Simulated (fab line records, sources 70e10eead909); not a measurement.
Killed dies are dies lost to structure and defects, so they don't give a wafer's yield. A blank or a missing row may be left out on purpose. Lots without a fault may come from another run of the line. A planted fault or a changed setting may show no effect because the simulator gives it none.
Chamber matching | flow nand_harc | NHARC_A_STAIRCASE_DESCUM_168 on rie_diel-05: 4 sister chambers
The step chemistry O2, time 3 s. 8 wafers are shown with their chamber, then 10 later ones without.

WAFERS WITH THEIR CHAMBER
wafer  | chamber | showerhead_plenum_p_Torr (Torr) | drypump_motor_current_A (A)
L078.1 | 0       | 1.80                            | 5.73
L081.2 | 0       | 1.80                            | 5.70
L081.4 | 2       | 1.90                            | 5.36
L086.2 | 1       | 1.81                            | 5.72
L086.3 | 3       | 2.06                            | 5.79
L086.5 | 3       | 2.06                            | 5.79
L088.1 | 1       | 1.81                            | 5.73
L088.3 | 2       | 1.89                            | 5.33

WAFERS WITHOUT THEIR CHAMBER
wafer  | showerhead_plenum_p_Torr (Torr) | drypump_motor_current_A (A)
L088.6 | 1.89                            | 5.33
L087.2 | 1.79                            | 5.71
L087.4 | 1.81                            | 5.75
L087.5 | 2.06                            | 5.78
L091.3 | 2.05                            | 5.78
L091.4 | 1.89                            | 5.34
L091.5 | 1.81                            | 5.71
L097.1 | 1.81                            | 5.73
L097.2 | 2.05                            | 5.78
L097.6 | 1.89                            | 5.35

WHICH CHAMBER EACH WENT THROUGH
wafer  | from the rows above     | in truth
L088.6 | 2                       | 2
L087.2 | 0                       | 0
L087.4 | 1                       | 1
L087.5 | 3                       | 3
L091.3 | 3                       | 3
L091.4 | 2                       | 2
L091.5 | can't be placed: 1 or 0 | 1
L097.1 | 1                       | 1
L097.2 | 3                       | 3
L097.6 | 2                       | 2
Placed correctly: 9 of 10. Can't be placed from these rows: 1 (the true chamber is among the candidates in 1). Placed wrongly: 0.
How it was worked out, from the rows above alone: a wafer's distance from a chamber is the root of the sum, over the readings, of the square of ((its reading less the chamber's mean) divided by the reading's scatter). The wafer belongs to the nearest chamber; if the next one is less than 2 further off, it can't be placed. A chamber's mean is the mean of its shown wafers. The scatter: the root of (the sum of the squares of (reading less its chamber's mean) over the shown wafers, divided by (wafers less chambers)).
